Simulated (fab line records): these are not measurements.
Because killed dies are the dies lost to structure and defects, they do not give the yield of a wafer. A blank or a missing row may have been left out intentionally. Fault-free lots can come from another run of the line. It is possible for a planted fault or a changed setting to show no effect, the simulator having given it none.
Which of the tools did it? -- flow nandHarc -- 13 lots, 39 wafers sampled, at 6 steps of a route of 1159

== WHAT THE GAUGES READ, wafer by wafer ==
NHARC_A_ZERO_WELL_INSPECT_17. Usual: rawDefectCount reads 12 (standard deviation 6.2).
lot,measured,on,rawDefectCount,flag
L622,day 6 07:28,defectInspect-02,11 8 6,
L623,day 7 00:10,defectInspect-02,10 3 11,
L624,day 7 01:07,defectInspect-02,18 32 20,
L627,day 7 22:55,defectInspect-02,12 12 10,
L629,day 8 10:16,defectInspect-02,16 9 18,
L628,day 8 10:37,defectInspect-02,19 9 18,
L635,day 10 03:44,defectInspect-02,15 19 12,
L632,day 10 09:32,defectInspect-01,31 8 5,
L638,day 10 21:43,defectInspect-02,8 7 10,
L642,day 11 05:52,defectInspect-01,11 4 5,
L639,day 11 06:10,defectInspect-01,15 25 19,
L640,day 11 14:13,defectInspect-01,16 8 5,
L645,day 12 04:45,defectInspect-01,10 11 9,

NHARC_A_ONON_D1_THK_MEAS_02: measures by ellipsometry. Usual: thkNm reads 999 nm (standard deviation 9.4).
lot,measured,on,thkNm (nm),flag
L622,day 7 04:25,filmMetro-02,1006 1007 1005,
L623,day 7 21:34,filmMetro-02,1002 1003 1004,
L624,day 7 21:32,filmMetro-01,997 999 995,
L627,day 8 22:43,filmMetro-01,978 976 976,
L629,day 9 07:00,filmMetro-02,992 994 992,
L628,day 9 06:59,filmMetro-02,1003 1001 1000,
L635,day 11 00:26,filmMetro-01,1014 1012 1013,
L632,day 11 10:31,filmMetro-02,1001 1000 998,
L638,day 11 21:02,filmMetro-01,1002 1001 1003,
L642,day 12 05:35,filmMetro-01,984 985 983,
L639,day 12 05:37,filmMetro-02,994 993 991,
L640,day 12 12:07,filmMetro-01,984 984 985,
L645,day 13 01:53,filmMetro-02,1006 1006 1007,

NHARC_A_ONON_D1_THK_MEAS_21: measures by ellipsometry. Usual: thkNm reads 998 nm (standard deviation 11).
lot,measured,on,thkNm (nm),flag
L622,day 7 17:22,filmMetro-01,1008 1009 1008,
L623,day 8 07:32,filmMetro-01,1001 1001 1001,
L624,day 8 07:30,filmMetro-02,977 977 977,
L627,day 9 08:50,filmMetro-02,1016 1018 1015,
L629,day 9 16:55,filmMetro-01,983 984 984,
L628,day 9 16:57,filmMetro-02,1000 1001 996,
L635,day 11 10:52,filmMetro-02,998 998 1000,
L632,day 11 20:42,filmMetro-02,1000 1001 999,
L638,day 12 07:05,filmMetro-02,992 990 990,
L642,day 12 15:30,filmMetro-01,997 997 996,
L639,day 12 15:29,filmMetro-02,1009 1011 1011,
L640,day 12 22:02,filmMetro-02,992 991 991,
L645,day 13 10:19,filmMetro-01,992 991 990,

NHARC_A_ONON_D1_THK_MEAS_24: measures by ellipsometry. Usual: thkNm reads 1002 nm (standard deviation 12).
lot,measured,on,thkNm (nm),flag
L622,day 7 17:55,filmMetro-02,1007 1006 1006,
L623,day 8 08:07,filmMetro-02,1003 1005 1005,
L624,day 8 08:04,filmMetro-01,1022 1021 1020,
L627,day 9 09:23,filmMetro-02,1002 1003 1003,
L629,day 9 17:30,filmMetro-02,987 986 987,
L628,day 9 17:32,filmMetro-01,973 975 973,
L635,day 11 11:33,filmMetro-01,999 1000 675,OFF
L632,day 11 21:16,filmMetro-02,1003 1003 1003,
L638,day 12 07:38,filmMetro-01,996 995 995,
L642,day 12 16:04,filmMetro-02,992 993 992,
L639,day 12 16:04,filmMetro-01,1019 1018 1020,
L640,day 12 22:36,filmMetro-02,1010 1009 1010,
L645,day 13 10:53,filmMetro-01,1010 1010 1013,

NHARC_END_SORT_01. Usual: killedAtArray 29, standard deviation 11; killedAtOther 0.6, standard deviation 0.92; killedAtPeriphery 3.2, standard deviation 2; killedDies 33, standard deviation 11; killedOpen 3.2, standard deviation 2; killedShort 1.9, standard deviation 1.5.
lot,measured,on,killedAtArray,killedAtOther,killedAtPeriphery,killedDies,killedOpen,killedShort,flag
L635,day 22 07:37,prober-01,45 45 676,0 0 0,6 2 1,51 47 677,4 2 7,1 3 1,OFF

== WHAT TOOL EACH LOT RAN ON (gives the tool, then ch and the chambers of the sampled wafers, and finally the start) ==
lot,NHARC_A_ONON_D1_DEP_22
L622,"pecvdOnon-04 ch 0, day 7 17:28"
L623,"pecvdOnon-04 ch 0, day 8 07:36"
L624,"pecvdOnon-02 ch 0, day 8 07:37"
L627,"pecvdOnon-04 ch 0, day 9 08:53"
L629,"pecvdOnon-02 ch 0, day 9 17:10"
L628,"pecvdOnon-01 ch 0, day 9 17:00"
L635,"pecvdOnon-01 ch 0, day 11 11:06"
L632,"pecvdOnon-04 ch 0, day 11 20:49"
L638,"pecvdOnon-04 ch 0, day 12 07:08"
L642,"pecvdOnon-04 ch 0, day 12 15:33"
L639,"pecvdOnon-02 ch 0, day 12 15:43"
L640,"pecvdOnon-02 ch 0, day 12 22:06"
L645,"pecvdOnon-04 ch 0, day 13 10:26"
- NHARC_A_ONON_D1_DEP_22: target thk 1000 nm.

== WHAT THE TOOLS THEMSELVES READ (means of the sampled wafers that have a number; where no wafer has one, the mark that the record gives instead) ==
NHARC_A_ONON_D1_DEP_22. Usual: nh3FlowSccm reads 500.0 sccm (standard deviation 1.7).
lot,tool,nh3FlowSccm (sccm),flag
L622,pecvdOnon-04,499.6,
L623,pecvdOnon-04,500.1,
L624,pecvdOnon-02,500.2,
L627,pecvdOnon-04,502.9,
L629,pecvdOnon-02,498.4,
L628,pecvdOnon-01,501.0,
L635,pecvdOnon-01,500.3,
L632,pecvdOnon-04,495.7,
L638,pecvdOnon-04,498.8,
L642,pecvdOnon-04,499.8,
L639,pecvdOnon-02,499.7,
L640,pecvdOnon-02,499.6,
L645,pecvdOnon-04,498.8,

== THE ANSWER, worked out from the rows above alone ==
Rule: a lot is off if the mean of its wafers that have a number lies more than 3 standard deviations from the usual mean. A lot without any number at a reading at which 4 lots or more have one is off too. All remaining lots with rows at the step are treated as sound. First the gauges in route order, then the tools' own readings, where a lot's mean is used as printed above. The first step at which some lot is off is used, and at that step the reading that is off furthest; a lot without a number counts as furthest.
Off: L635 (NHARC_A_ONON_D1_THK_MEAS_24, thkNm).
A tool fits if, at a process step before that reading, it ran every lot that is off, and no sound lot after the first of them. The gauges at NHARC_A_ONON_D1_THK_MEAS_24 aren't tried: what is off there is off at NHARC_END_SORT_01 too, on other tools, and a gauge's error can't cause that. One candidate fits, namely pecvdOnon-01 at NHARC_A_ONON_D1_DEP_22. A fault onset in the window from L628 (day 9 17:00, its last sound lot) to L635 (day 11 11:06, its first lot off) fits.

== WHAT HAD BEEN PUT IN BY THE SIMULATOR ==
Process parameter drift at NHARC_A_ONON_D1_DEP_22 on pecvdOnon-01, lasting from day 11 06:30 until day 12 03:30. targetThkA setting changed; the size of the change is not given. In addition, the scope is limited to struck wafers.
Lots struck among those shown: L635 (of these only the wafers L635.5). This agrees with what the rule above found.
